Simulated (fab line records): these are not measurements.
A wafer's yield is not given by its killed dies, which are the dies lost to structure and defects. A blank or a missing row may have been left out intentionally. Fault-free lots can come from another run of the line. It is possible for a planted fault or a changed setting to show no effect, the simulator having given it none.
Matching of chambers | flow nandHarc | rieDiel-01 running NHARC_A_CONTACT_ETCH_91: 4 sister chambers
The step etches the open film in CH3F/O2, target depth 40 nm, time 85.7 s. 36 wafers are shown with their chamber, then 12 later ones without.

WAFERS, EACH WITH ITS CHAMBER
wafer  | chamber | drypumpMotorCurrentA (A) | showerheadPlenumPTorr (Torr) | rfVppV (V)
L079.1 | 1       | 5.3                      | 2.50                         | 245.3
L079.2 | 2       | 5.8                      | 2.55                         | 246.5
L079.4 | 3       | 5.5                      | 2.34                         | 243.5
L077.3 | 2       | 5.9                      | 2.55                         | 246.3
L077.4 | 1       | 5.3                      | 2.50                         | 243.7
L077.6 | 3       | 5.5                      | 2.34                         | 242.1
L078.1 | 3       | 5.5                      | 2.34                         | 242.6
L078.4 | 1       | 5.2                      | 2.50                         | 243.6
L078.6 | 0       | 6.5                      | 2.45                         | 244.1
L076.1 | 0       | 6.5                      | 2.44                         | 243.9
L076.3 | 3       | 5.5                      | 2.33                         | 242.5
L076.4 | 0       | 6.5                      | 2.45                         | 244.6
L081.2 | 1       | 5.3                      | 2.49                         | 246.5
L081.5 | 0       | 6.5                      | 2.44                         | 244.1
L081.6 | 1       | 5.3                      | 2.49                         | 245.3
L083.2 | 3       | 5.5                      | 2.33                         | 242.7
L083.3 | 1       | 5.3                      | 2.49                         | 244.6
L083.4 | 2       | 5.9                      | 2.55                         | 245.8
L084.1 | 0       | 6.5                      | 2.44                         | 244.0
L084.3 | 1       | 5.3                      | 2.49                         | 244.4
L084.5 | 1       | 5.3                      | 2.49                         | 244.3
L085.2 | 3       | 5.5                      | 2.33                         | 241.6
L085.3 | 2       | 5.8                      | 2.54                         | 245.7
L085.6 | 3       | 5.5                      | 2.33                         | 242.5
L088.1 | 3       | 5.5                      | 2.33                         | 242.7
L088.4 | 2       | 5.8                      | 2.54                         | 245.3
L088.5 | 0       | 6.5                      | 2.44                         | 244.8
L089.1 | 0       | 6.5                      | 2.44                         | 242.6
L089.2 | 3       | 5.5                      | 2.33                         | 241.3
L089.3 | 2       | 5.9                      | 2.54                         | 246.7
L090.1 | 2       | 5.9                      | 2.54                         | 245.9
L090.5 | 3       | 5.5                      | 2.33                         | 241.1
L090.6 | 2       | 5.9                      | 2.54                         | 245.6
L091.3 | 1       | 5.3                      | 2.49                         | 244.0
L091.4 | 2       | 5.9                      | 2.54                         | 245.8
L091.6 | 3       | 5.5                      | 2.33                         | 241.6

SIGNATURES, as means of the wafers listed above
reading               | chamber 0 | chamber 1 | chamber 2 | chamber 3 | scatter within a chamber
drypumpMotorCurrentA  | 6.500     | 5.289     | 5.867     | 5.500     | 0.03
showerheadPlenumPTorr | 2.4429    | 2.4933    | 2.5433    | 2.3327    | 0.00488
rfVppV                | 244.014   | 244.633   | 245.956   | 242.200   | 0.724
Rule: distance of a wafer from a chamber = root of the sum over the readings of ((wafer's reading minus chamber's mean) / reading's scatter) squared. The wafer belongs to the nearest chamber; if the next one is less than 2 further off, it can't be placed. The scatter: take each reading less its chamber's mean, square it, sum over the shown wafers, divide by the number of wafers less the number of chambers, and take the root.

WAFERS WITHOUT THEIR CHAMBER
wafer  | drypumpMotorCurrentA (A) | showerheadPlenumPTorr (Torr) | rfVppV (V)
L094.4 | 5.8                      | 2.54                         | 245.5
L094.5 | 5.9                      | 2.54                         | 244.7
L094.6 | 5.5                      | 2.32                         | 240.9
L093.3 | 5.5                      | 2.32                         | 243.0
L093.5 | 5.3                      | 2.49                         | 243.7
L093.6 | 6.5                      | 2.43                         | 243.2
L096.1 | 5.5                      | 2.32                         | 244.4
L096.2 | 5.2                      | 2.49                         | 245.0
L096.3 | 5.9                      | 2.54                         | 246.9
L097.2 | 5.5                      | 2.32                         | 243.4
L097.3 | 5.8                      | 2.54                         | 244.5
L097.5 | 5.2                      | 2.48                         | 246.4

THE CHAMBER EACH PASSED THROUGH
wafer  | from the rows above | in truth
L094.4 | 2                   | 2
L094.5 | 2                   | 2
L094.6 | 3                   | 3
L093.3 | 3                   | 3
L093.5 | 1                   | 1
L093.6 | 0                   | 0
L096.1 | 3                   | 3
L096.2 | 1                   | 1
L096.3 | 2                   | 2
L097.2 | 3                   | 3
L097.3 | 2                   | 2
L097.5 | 1                   | 1
Placed correctly: 12 of 12. Left unplaced by these rows: 0. Wrongly placed: 0.
